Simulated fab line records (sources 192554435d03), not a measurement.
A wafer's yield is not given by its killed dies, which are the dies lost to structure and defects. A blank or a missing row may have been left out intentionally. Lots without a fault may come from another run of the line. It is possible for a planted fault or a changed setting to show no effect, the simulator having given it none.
fab line records	flow n5-finfet
[record] lots = 5	wafers = 15	last-day = 21
route steps=1938 shown BEOL_M13@1665 PASSIVATION@1936
lots that met no fault: from a run of the same line without faults
start-h: hours from the record's first day to the start of the lot's first wafer shown	wait-h: time in hours since the lot's previous step	" the same as in the row above	L1.1+2: a single row standing in for several wafers	- no value, or no start was given	* or withheld: withheld	< > ~ a bound
route shown NAME@n: NAME is a module with steps in the file, n the number in the route of the first one	usual: mean and standard deviation over wafers with no fault	same: alike in all rows	chamber/n: place in a boat	sites: each site's reading	_std_site: standard deviation across them	_edge_site: mean of outer sites minus mean of inner sites	radius-mm: how far each site lies from the wafer's centre	mask NAME#n: copy n	behind: the tool/chamber that last shaped the wafer	hold: why the lot was held/for how many hours/how that ended	device: names the non-switching transistor (n, p or np)	end of line: the same wafers' tests at the end of the route	step lacking rows: just its recipe	killed: not the wafer's yield, but the dies lost to structure and defects at the first sort	map: shows each die of a wafer: x if killed, . if not, _ if none is there
set.NAME: setting as actually run; set.NAME@STEP: the setting as run at that earlier step	model.NAME: the simulator's own value behind a step, which no gauge read
lots seen at some steps along the route; tables by step, rows by wafer
services: the hour from which a tool's chamber was out of use, counted from the record's first day as start-h (under 0 if before that day), plus the number of hours and why
[[steps]]
[step N5_BEOL_M13_EXPOSE_07]
[recipe] mask-id = V12	na = 0.93	source-shape = conventional	sigma-outer = 0.6	polarization = unpolarized	attpsm-phase-deg = 180	dose-mj = 24.8
[step N5_BEOL_M13_PEB_08]
[recipe] peb-temp-c = 130	peb-time-s = 90
[step N5_BEOL_M13_DEVELOP_09]
[recipe] develop-time-s = 45	rinse-liquid = diw	dry = air-spin	dev-temp-c = 21
[step N5_BEOL_M13_HARDBAKE_14]
[recipe] temp-c = 130	time-s = 120
[step N5_BEOL_M13_CD_MEAS_10]
[recipe] target-cd-nm = 190	landing-energy-ev = 500	detector = se-inlens	polarity = opening
[usual] cd-nm = 189.1/1.5
lot.wafer	tool	chamber	start-h	wait-h	cd-nm
L887.1	cd-sem-03	0	307.49	-	190.0
L887.2	"	0	"	"	189.7
L887.5	"	0	"	"	191.3
L892.1	cd-sem-03	0	348.74	-	190.5
L892.5	"	0	"	"	188.4
L892.6	"	0	"	"	187.9
L900.1	cd-sem-03	0	398.74	-	186.0
L900.4	"	0	"	"	188.4
L900.6	"	0	"	"	186.8
L907.1	cd-sem-02	0	428.02	-	192.5
L907.5	"	0	"	"	190.6
L907.6	"	0	"	"	189.0
L908.1	cd-sem-02	0	479.34	-	187.1
L908.4	"	0	"	"	188.5
L908.6	"	0	"	"	186.1
[step N5_BEOL_M13_OVL_MEAS_11]
[recipe] points-per-wafer = 44
[usual] V12_OVL = 1/5.5
lot.wafer	tool	chamber	start-h	wait-h	V12_OVL[nm]
L887.1	overlay-01	0	307.52	0.0	0
L887.2	"	0	"	"	6
L887.5	"	0	"	"	3
L892.1	overlay-01	0	348.78	0.0	6
L892.5	"	0	"	"	6
L892.6	"	0	"	"	9
L900.1	overlay-01	0	398.77	0.0	-1
L900.4	"	0	"	"	-4
L900.6	"	0	"	"	-8
L907.1	overlay-01	0	428.05	0.0	13
L907.5	"	0	"	"	4
L907.6	"	0	"	"	4
L908.1	overlay-01	0	479.37	0.0	0
L908.4	"	0	"	"	3
L908.6	"	0	"	"	-9
[step N5_BEOL_M13_INSPECT_12]
[recipe] mode = adi	inspect-instrument = macro
[usual] raw-defect-count = 1.9/1.4
lot.wafer	tool	chamber	start-h	wait-h	raw-defect-count
L887.1	defect-inspect-02	-	307.55	0.0	1
L887.2	"	-	"	"	1
L887.5	"	-	"	"	1
L892.1	defect-inspect-02	-	348.80	0.0	1
L892.5	"	-	"	"	2
L892.6	"	-	"	"	0
L900.1	defect-inspect-02	-	398.80	0.0	3
L900.4	"	-	"	"	5
L900.6	"	-	"	"	3
L907.1	defect-inspect-01	-	428.08	0.0	2
L907.5	"	-	"	"	0
L907.6	"	-	"	"	0
L908.1	defect-inspect-02	-	479.40	0.0	3
L908.4	"	-	"	"	2
L908.6	"	-	"	"	4
[step N5_BEOL_M13_DESCUM_15]
[recipe] chemistry = O2	time-s = 7.9	source-power-w = 50	bias-power-w = 20	pressure-mtorr = 20	rf-frequency-hz = 2.712e+07	temp-c = 40	o2-flow-sccm = 225
[usual] drypump-motor-current-A = 5.7/0.39	oes-product-au = 0.81/0.077	rf-vpp-V = 243.3/1.6	showerhead-plenum-p-Torr = 2.10/0.081	throttle-valve-pct = 20.35/0.24
lot.wafer	tool	chamber	start-h	wait-h	drypump-motor-current-A	oes-product-au	rf-hours-counter-h	rf-vpp-V	showerhead-plenum-p-Torr	throttle-valve-pct
L887.1	rie-diel-03	1	307.58	0.0	5.8	1.01	1	243.2	2.16	20.76
L887.2	"	2	"	"	6.3	0.83	97	245.3	2.19	20.23
L887.5	"	3	"	"	5.2	0.85	-	243.0	2.18	20.09
L892.1	rie-diel-06	3	348.87	0.1	5.4	0.85	79	240.5	2.00	20.17
L892.5	"	0	"	"	6.2	0.76	-	241.7	2.10	20.32
L892.6	"	3	"	"	5.4	0.85	-	241.4	2.00	20.17
L900.1	rie-diel-03	2	399.19	0.4	6.3	0.79	126	244.4	2.18	20.28
L900.4	"	0	"	"	6.2	0.76	178	242.8	2.11	20.33
L900.6	"	0	"	"	6.1	0.76	-	242.9	2.11	20.34
L907.1	rie-diel-03	2	428.11	0.0	6.2	0.79	138	244.2	2.17	20.31
L907.5	"	0	"	"	6.1	0.75	-	244.0	2.10	20.35
L907.6	"	2	"	"	6.2	0.78	-	244.6	2.17	20.31
L908.1	rie-diel-06	1	479.44	0.0	5.5	0.91	46	243.2	2.12	20.06
L908.4	"	0	"	"	6.3	0.74	170	243.0	2.09	20.37
L908.6	"	1	"	"	5.5	0.92	-	243.4	2.13	20.05
[step N5_BEOL_M13_ETCH_59]
[recipe] chemistry = N2/H2	target = BARC	target-depth-a = 890	overetch-a = 267	time-s = 67.9	ion-energy-ev = 200	pressure-mtorr = 30	source-w = 840	bias-w = 150	n2-flow-sccm = 200	h2-flow-sccm = 200
[usual] drypump-motor-current-A = 5.7/0.39	oes-product-au = 0.69/0.062	rf-vpp-V = 524/3	showerhead-plenum-p-Torr = 2.55/0.11	throttle-valve-pct = 17.81/0.21
lot.wafer	tool	chamber	start-h	wait-h	drypump-motor-current-A	oes-product-au	rf-hours-counter-h	rf-vpp-V	showerhead-plenum-p-Torr	throttle-valve-pct
L887.1	rie-diel-03	1	307.61	0.0	5.8	0.85	1	526	2.59	17.97
L887.2	"	2	"	"	6.2	0.70	97	528	2.69	17.92
L887.5	"	3	"	"	5.2	0.72	-	529	2.70	17.93
L892.1	rie-diel-06	3	348.90	0.0	5.4	0.71	79	523	2.45	17.62
L892.5	"	0	"	"	6.3	0.64	-	525	2.52	17.47
L892.6	"	3	"	"	5.4	0.71	-	522	2.45	17.61
L900.1	rie-diel-03	2	399.22	0.0	6.3	0.68	126	528	2.68	17.97
L900.4	"	0	"	"	6.2	0.64	178	523	2.53	17.57
L900.6	"	0	"	"	6.2	0.63	-	524	2.53	17.56
L907.1	rie-diel-03	2	428.15	0.0	6.3	0.67	138	527	2.68	17.96
L907.5	"	0	"	"	6.2	0.63	-	523	2.53	17.61
L907.6	"	2	"	"	6.3	0.67	-	527	2.68	17.97
L908.1	rie-diel-06	1	479.47	0.0	5.5	0.76	46	525	2.57	17.43
L908.4	"	0	"	"	6.2	0.62	170	524	2.50	17.51
L908.6	"	1	"	"	5.4	0.76	-	525	2.57	17.43
[step N5_BEOL_M13_VIA_ETCH_16]
[recipe] chemistry = C4F8/O2/Ar	target = SiOC	pressure-mtorr = 30	source-w = 3000	bias-w = 700	Ar_flow_sccm = 400	C4F8_flow_sccm = 15	O2_flow_sccm = 8	he-inner-torr = 15	he-outer-torr = 30	target-depth-a = 9217	time-s = withheld	ion-energy-ev = 250	ends = cleared
[usual] drypump-motor-current-A = 5.7/0.39	he-inner-torr = 14.998/0.029	he-outer-torr = 30.00/0.058	oes-product-au = 0.73/0.069	rf-vpp-V = 666/3.7	showerhead-plenum-p-Torr = 3.42/0.12	throttle-valve-pct = 24.09/0.24
lot.wafer	tool	chamber	start-h	wait-h	drypump-motor-current-A	he-inner-torr	he-outer-torr	oes-product-au	rf-vpp-V	showerhead-plenum-p-Torr	throttle-valve-pct
L887.1	rie-diel-03	1	307.67	0.0	5.8	15.001	29.97	0.91	667	3.47	24.31
L887.2	"	2	"	"	6.3	15.052	30.02	0.74	670	3.54	23.88
L887.5	"	3	"	"	5.2	14.994	30.03	0.77	670	3.62	24.23
L892.1	rie-diel-06	3	348.96	0.0	5.4	15.025	30.06	0.75	663	3.32	24.17
L892.5	"	0	"	"	6.2	14.955	30.01	0.69	666	3.40	23.92
L892.6	"	3	"	"	5.4	15.019	30.13	0.75	662	3.32	24.17
L900.1	rie-diel-03	2	399.27	0.0	6.2	14.989	30.02	0.71	669	3.52	23.91
L900.4	"	0	"	"	6.1	14.966	30.03	0.68	667	3.37	23.73
L900.6	"	0	"	"	6.1	14.995	30.03	0.68	665	3.37	23.73
L907.1	rie-diel-03	2	428.20	0.0	6.2	14.996	29.98	0.71	668	3.52	23.93
L907.5	"	0	"	"	6.1	14.997	29.98	0.67	663	3.36	23.73
L907.6	"	2	"	"	6.2	14.968	30.07	0.70	669	3.52	23.92
L908.1	rie-diel-06	1	479.52	0.0	5.5	15.000	30.01	0.82	666	3.45	23.78
L908.4	"	0	"	"	6.3	14.974	29.88	0.65	665	3.38	23.97
L908.6	"	1	"	"	5.5	15.039	30.15	0.81	667	3.45	23.78
[step N5_BEOL_M13_STRIP_63]
[recipe] chemistry = N2/H2	power-w = 1000	temp-c = 250	h2-frac = 0.65	overash-fraction = 0.3	pressure-mtorr = 1000	n2-flow-sccm = 1750	h2-flow-sccm = 3250
[usual] drypump-motor-current-A = 5.57/0.21	heater-power-w = 320/36	oes-product-au = 0.673/0.0044	strip-time-to-endpoint-s = 27.6/1.2
lot.wafer	tool	chamber	start-h	wait-h	drypump-motor-current-A	heater-power-w	oes-product-au	rf-hours-counter-h	strip-time-to-endpoint-s
L887.1	plasma-asher-01	0	307.90	-	5.30	277	0.670	142	27.3
L887.2	"	1	"	"	5.53	375	0.675	142	27.8
L887.5	"	1	"	"	5.53	372	0.665	-	25.8
L892.1	plasma-asher-02	0	349.42	-	5.63	316	0.664	87	27.7
L892.5	"	1	"	"	5.84	307	0.676	-	27.3
L892.6	"	0	"	"	5.66	314	0.673	-	26.6
L900.1	plasma-asher-01	1	399.51	-	5.51	380	0.677	164	28.7
L900.4	"	0	"	"	5.27	279	0.670	-	26.0
L900.6	"	1	"	"	5.51	371	0.668	-	25.4
L907.1	plasma-asher-02	1	428.44	-	5.85	309	0.670	97	27.1
L907.5	"	0	"	"	5.66	315	0.667	-	24.7
L907.6	"	1	"	"	5.84	311	0.674	-	25.9
L908.1	plasma-asher-01	0	479.76	-	5.26	278	0.669	180	26.8
L908.4	"	1	"	"	5.54	372	0.677	-	27.1
L908.6	"	0	"	"	5.28	276	0.670	-	26.8
[step N5_BEOL_M13_STRIP_64]
[recipe] chemistry = N2/H2	power-w = 1000	temp-c = 250	h2-frac = 0.65	overash-fraction = 0.3	pressure-mtorr = withheld	n2-flow-sccm = 1750	h2-flow-sccm = 3250
[step N5_BEOL_M13_STRIP_71]
[recipe] chemistry = post-etch-residue-remover	time-s = 60	temp-c = 25	remover-ph = withheld	remover-water-wt-pct = withheld	remover-fluoride-wt-pct = withheld
lot.wafer	tool	chamber	start-h	wait-h
L887.1+2+5	wet-bench-04	2,1,3	308.05	0.1
L892.1+5+6	wet-bench-01	6,2,4	349.57	0.1
L900.1+4+6	wet-bench-01	2,7,6	399.66	0.1
L907.1+5+6	wet-bench-04	6,0,7	428.58	0.1
L908.1+4+6	wet-bench-01	7,6,0	479.91	0.1
[step N5_BEOL_M13_SRD_72]
[recipe] time-s = 30	temp-c = 23	rinse-liquid = diw	dry = n2-spin	spin-rpm = 1500	dry-time-s = 30
[step N5_BEOL_M13_CD_MEAS_17]
[recipe] target-cd-nm = 190	polarity = opening
[usual] cd-nm = 190.0/1.9
lot.wafer	tool	chamber	start-h	wait-h	cd-nm
L887.1	cd-sem-02	-	308.11	0.0	191.3
L887.2	"	-	"	"	189.4
L887.5	"	-	"	"	191.8
L892.1	cd-sem-03	-	349.63	0.0	192.9
L892.5	"	-	"	"	190.6
L892.6	"	-	"	"	190.3
L900.1	cd-sem-02	-	399.71	0.0	186.5
L900.4	"	-	"	"	189.7
L900.6	"	-	"	"	189.1
L907.1	cd-sem-01	-	428.64	0.0	192.4
L907.5	"	-	"	"	193.6
L907.6	"	-	"	"	189.9
L908.1	cd-sem-03	-	480.00	0.0	187.3
L908.4	"	-	"	"	189.4
L908.6	"	-	"	"	186.6
[step N5_BEOL_M13_COAT_65]
[recipe] resist = SOC	temp-c = 250	time-s = 60	spin-rpm = 1500	resist-thk-nm = 350
[step N5_BEOL_M13_COAT_66]
[recipe] resist = SiARC	temp-c = 220	time-s = 60	spin-rpm = 1500	resist-thk-nm = 110
[step N5_BEOL_M13_COAT_22]
[recipe] spin-rpm = 2888	resist-thk-nm = 300
[step N5_BEOL_M13_EBR_24]
[recipe] solvent = PGMEA	ebr-width-mm = 1.5
[step N5_BEOL_M13_SOFTBAKE_23]
[recipe] temp-c = 130	time-s = 60
[step N5_BEOL_M13_EXPOSE_25]
[recipe] mask-id = M13	na = 0.93	source-shape = conventional	sigma-outer = 0.4	polarization = unpolarized	target-cd-nm = 210	dose-mj = 22
[step N5_BEOL_M13_PEB_26]
[recipe] peb-temp-c = 130	peb-time-s = 90
[step N5_BEOL_M13_DEVELOP_27]
[recipe] develop-time-s = 45	rinse-liquid = diw	dry = air-spin	dev-temp-c = 21
[step N5_BEOL_M13_HARDBAKE_32]
[recipe] temp-c = 130	time-s = 120
[step N5_BEOL_M13_CD_MEAS_28]
[recipe] target-cd-nm = 209.5	landing-energy-ev = 500	detector = se-inlens
[usual] cd-nm = 209.2/1.9
lot.wafer	tool	chamber	start-h	wait-h	cd-nm
L887.1	cd-sem-03	0	308.56	-	209.9
L887.2	"	0	"	"	210.1
L887.5	"	0	"	"	207.9
L892.1	cd-sem-01	0	350.08	-	211.0
L892.5	"	0	"	"	209.7
L892.6	"	0	"	"	209.6
L900.1	cd-sem-02	0	400.17	-	211.2
L900.4	"	0	"	"	208.9
L900.6	"	0	"	"	209.1
L907.1	cd-sem-02	0	429.09	-	207.8
L907.5	"	0	"	"	206.3
L907.6	"	0	"	"	207.3
L908.1	cd-sem-01	0	480.33	-	208.6
L908.4	"	0	"	"	211.5
L908.6	"	0	"	"	210.1
[step N5_BEOL_M13_OVL_MEAS_29]
[recipe] points-per-wafer = 44
[usual] M13_OVL = -2/6.4
lot.wafer	tool	chamber	start-h	wait-h	M13_OVL[nm]
L887.1	overlay-01	0	308.59	0.0	9
L887.2	"	0	"	"	-1
L887.5	"	0	"	"	-4
L892.1	overlay-01	0	350.11	0.0	-7
L892.5	"	0	"	"	-9
L892.6	"	0	"	"	-1
L900.1	overlay-01	0	400.20	0.0	-10
L900.4	"	0	"	"	-6
L900.6	"	0	"	"	-9
L907.1	overlay-01	0	429.12	0.0	-1
L907.5	"	0	"	"	-3
L907.6	"	0	"	"	-3
L908.1	overlay-02	0	480.36	0.0	-12
L908.4	"	0	"	"	5
L908.6	"	0	"	"	2
[step N5_BEOL_M13_INSPECT_30]
[recipe] mode = adi	inspect-instrument = macro
[usual] raw-defect-count = 2.1/1.5
lot.wafer	tool	chamber	start-h	wait-h	raw-defect-count
L887.1	defect-inspect-02	-	308.61	0.0	2
L887.2	"	-	"	"	1
L887.5	"	-	"	"	0
L892.1	defect-inspect-02	-	350.13	0.0	3
L892.5	"	-	"	"	2
L892.6	"	-	"	"	2
L900.1	defect-inspect-02	-	400.22	0.0	4
L900.4	"	-	"	"	>300
L900.6	"	-	"	"	2
L907.1	defect-inspect-02	-	429.15	0.0	1
L907.5	"	-	"	"	4
L907.6	"	-	"	"	2
L908.1	defect-inspect-01	-	480.38	0.0	3
L908.4	"	-	"	"	4
L908.6	"	-	"	"	3
[step N5_BEOL_M13_DESCUM_33]
[recipe] chemistry = O2	time-s = 7.9	source-power-w = 50	bias-power-w = 20	pressure-mtorr = 20	rf-frequency-hz = 2.712e+07	temp-c = 40	o2-flow-sccm = 225
[usual] drypump-motor-current-A = 5.7/0.36	oes-product-au = 0.81/0.085	rf-vpp-V = 242.9/1.6	showerhead-plenum-p-Torr = 2.09/0.087	throttle-valve-pct = 20.37/0.25
lot.wafer	tool	chamber	start-h	wait-h	drypump-motor-current-A	oes-product-au	rf-hours-counter-h	rf-vpp-V	showerhead-plenum-p-Torr	throttle-valve-pct
L887.1	rie-diel-02	0	308.65	0.0	5.8	0.95	20	244.4	2.07	20.54
L887.2	"	2	"	"	5.7	0.74	177	241.9	1.92	20.56
L887.5	"	2	"	"	5.7	0.74	-	240.1	1.92	20.57
L892.1	rie-diel-03	0	350.25	0.1	6.1	0.77	166	243.1	2.11	20.31
L892.5	"	2	"	"	6.3	0.81	-	244.3	2.19	20.27
L892.6	"	1	"	"	5.8	0.96	-	243.5	2.16	20.78
L900.1	rie-diel-03	2	400.41	0.2	6.2	0.79	126	245.1	2.18	20.29
L900.4	"	3	"	"	5.2	0.81	97	243.8	2.17	20.14
L900.6	"	1	"	"	5.8	0.93	-	244.1	2.15	20.80
L907.1	rie-diel-02	3	429.76	0.6	5.9	0.70	248	243.4	2.17	20.73
L907.5	"	0	"	"	5.8	0.88	-	242.1	2.06	20.59
L907.6	"	1	"	"	5.4	0.72	-	240.4	2.00	20.34
L908.1	rie-diel-06	3	480.42	0.0	5.4	0.80	111	241.2	1.99	20.23
L908.4	"	0	"	"	6.2	0.74	171	243.2	2.09	20.38
L908.6	"	1	"	"	5.5	0.91	-	243.9	2.12	20.08
[step N5_PASSIVATION_PROBE_49]
[usual] defect-limited-yield = 91.4/1.4	killed_at_M0_to_M3 = 34/9.1	killed_at_M4_up = 14/5.2	killed-at-contacts = 12/6.4	killed-at-front-end = 38/11	killed-at-other = 3.7/2.8	killed-dies = 102/17	killed-on-rim = 14/3.9	killed-open = 68/13	killed-short = 32/7.8	sort_bin_5_function = 5.1/1	sort_bin_6_memory = 3.2/0.66	sort_bin_8_speed = 0.1/0.92	sort-n-pass = 1076/19	sort-yield-pct = 91.2/1.6
[same] gross-dies = 1180	killed-at-back-side = 0	sort_bin_4_leakage[%] = 0
lot.wafer	tool	chamber	start-h	wait-h	defect-limited-yield[%]	killed_at_M0_to_M3	killed_at_M4_up	killed-at-contacts	killed-at-front-end	killed-at-other	killed-dies	killed-on-rim	killed-open	killed-short	sort_bin_5_function[%]	sort_bin_6_memory[%]	sort_bin_8_speed[%]	sort-n-pass	sort-yield-pct[%]
L900.4	prober-02	-	432.19	0.2	88.1	36	51	14	35	5	141	27	60	37	7.4	3.8	0	1039	88.1
L908.1	prober-02	-	508.63	0.0	93.1	26	4	13	26	13	82	11	53	29	4.2	2.5	0	1098	93.1
L908.4	prober-02	-	508.78	0.2	90.6	26	16	5	57	7	111	12	67	44	5.4	3.5	0	1069	90.6
L908.6	prober-02	-	508.88	0.3	91.4	24	20	8	42	7	101	5	68	33	4.6	3.7	0	1079	91.4
// killed by level:class
L900.4 BEOL_M13:unspecified=41 MOL_CONTACT_COAG:geometric-particle:open=12 BEOL_M0_SAQP:geometric-particle:short=9 BEOL_M0_SAQP:geometric-particle:open=7 BEOL_M1:geometric-particle:open=7 FIN_SAQP:geometric-particle:short=6 BEOL_M2:geometric-particle:open=6 STI_FIN_REVEAL:geometric-particle:open=5
L908.1 MOL_CONTACT_COAG:geometric-particle:open=8 PAD_METAL:geometric-particle:open=7 DUMMY_GATE:geometric-particle:open=6 BEOL_M0_SAQP:geometric-particle:short=6 PAD_METAL:geometric-particle:short=6 FIN_SAQP:geometric-particle:open=5 MOL_CONTACT_COAG:geometric-particle:short=5 BEOL_M0_SAQP:geometric-particle:open=4
L908.4 DUMMY_GATE:geometric-particle:open=12 GATE_CUT:geometric-particle:short=9 FIN_SAQP:geometric-particle:short=8 BEOL_M3:geometric-particle:open=8 FIN_SAQP:geometric-particle:open=5 STI_FIN_REVEAL:geometric-particle:open=5 BEOL_M1:geometric-particle:open=5 BEOL_M5:geometric-particle:open=5
L908.6 FIN_SAQP:geometric-particle:open=12 BEOL_M4:geometric-particle:open=9 FIN_SAQP:geometric-particle:short=8 DUMMY_GATE:geometric-particle:open=7 BEOL_M5:geometric-particle:open=6 BEOL_M3:geometric-particle:open=6 MOL_CONTACT_COAG:geometric-particle:open=5 BEOL_M0_SAQP:geometric-particle:short=5
// map L900.4 (x killed, . not)
_________________............________________
______________.x.x.....x...x...._____________
___________.....xx..x.x.x...x......__________
__________..............x.....x....._________
________x..x.......x..........x...xxxx_______
_______......x.................x...xxxx______
______..............................xxxx_____
_____....x...x.........x...........xxxxxx____
____.x......x...........x..........x.xxxxx___
___...............................x..xxxxxx__
___....................x..........x..xxxxxx__
__..............x......x.x.........x..xxx.x._
__................x....xx.........x........._
_.x..x.......x........................xx..x..
_.........x..............................x...
_..x.x........x.x.......x...x................
_.......x....x..........x...x................
_................................x........x..
_.......................x...................x
_............xx.....x...x....x.............x.
_...x...x..................x............x....
__......x......xx.......x..................._
__.................x...........x..x....x...._
___..............x.......x........x..x.....__
___..................x.....................__
____.............x.......x..........x...xx___
_____.........................x...x......____
______..x........x......................_____
_______.............x.............x....______
________..x.x........................._______
__________...x.........x........x..._________
___________........x...............__________
______________.x.x....x........._____________
_________________..x.........________________
// map L892.1 (x killed, . not)
_________________............________________
______________...........x......_____________
___________.x....x..x..............__________
__________.....x...x..............x._________
________...............x...x..x.....x._______
_______..x.......x.xx...........x.x...x______
______......................x..........._____
_____....x..x..x.....x.............x.....____
____.............................xx.......___
___........x......................x........__
___..............x.....................x...__
__x.......x..x............x...x............._
__.......x....x...........x.x.........x....x_
_...........x......................x....x...x
_x...................xx............x.........
_........x..........x....x.x....x............
_............................................
_....xx................x..........x..........
_.............x......x.......................
_........x..xx......x...x.....x..............
_..................x.........................
__...................x......................_
__..................x........x......x......._
___.x.....x...........x.x....x.............__
___..x..........xx............x.........x.x__
____.....................x.....x..x.......___
_____.............................x.x....____
______.................x..x...x........._____
_______...........x....x...............______
________.x.......x...................._______
__________...............x..x......._________
___________....................x...__________
______________...........x......_____________
_________________.....x......________________
[[services]]
tool	chamber	start-h	hours	kind
rie-diel-03	1	291.62	-	clean
rie-diel-03	1	291.62	-	consumable-replace:focus-ring
rie-diel-03	1	291.62	13.8	scheduled-down
rie-diel-03	1	291.62	13.8	vent-cycle
plasma-asher-01	-	318.36	1.5	repair
rie-diel-03	1	329.37	6.6	repair
rie-diel-03	1	340.94	8.2	repair
plasma-asher-01	-	347.50	3.3	repair
rie-diel-03	0	353.27	4.3	repair
plasma-asher-02	-	368.23	15.7	repair
rie-diel-02	0	384.42	8.9	repair
rie-diel-02	1	402.36	6.6	repair
rie-diel-02	2	408.53	8.2	repair
rie-diel-06	-	416.45	15.6	pm
rie-diel-03	1	423.86	10.7	repair
rie-diel-02	3	433.54	-	clean
rie-diel-02	3	433.54	-	consumable-replace:focus-ring
rie-diel-02	3	433.54	21.6	scheduled-down
rie-diel-02	3	433.54	21.6	vent-cycle
rie-diel-03	2	433.58	1.2	repair
[[key]]
[first-sign] step = N5_BEOL_M13_INSPECT_30	reading = raw-defect-count	direction = up	sigmas = 99+	usual = 2.1	struck = >300
[effect] step = N5_PASSIVATION_PROBE_49	reading = killed_at_M4_up	direction = up	sigmas = 7.1	usual = 14	struck = 51
[more-kills-born-at] N5_BEOL_M13_STRIP_71@wet-bench-01 = 41
met-at N5_BEOL_M13_STRIP_71
struck-wafers L900.4
[fault] kind = chamber-particle-source	tool = wet-bench-01	chamber = 7	onset-h = 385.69	steps = N5_BEOL_M13_STRIP_71	rate-per-visit-cm2 = 0.47701	end-h = 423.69
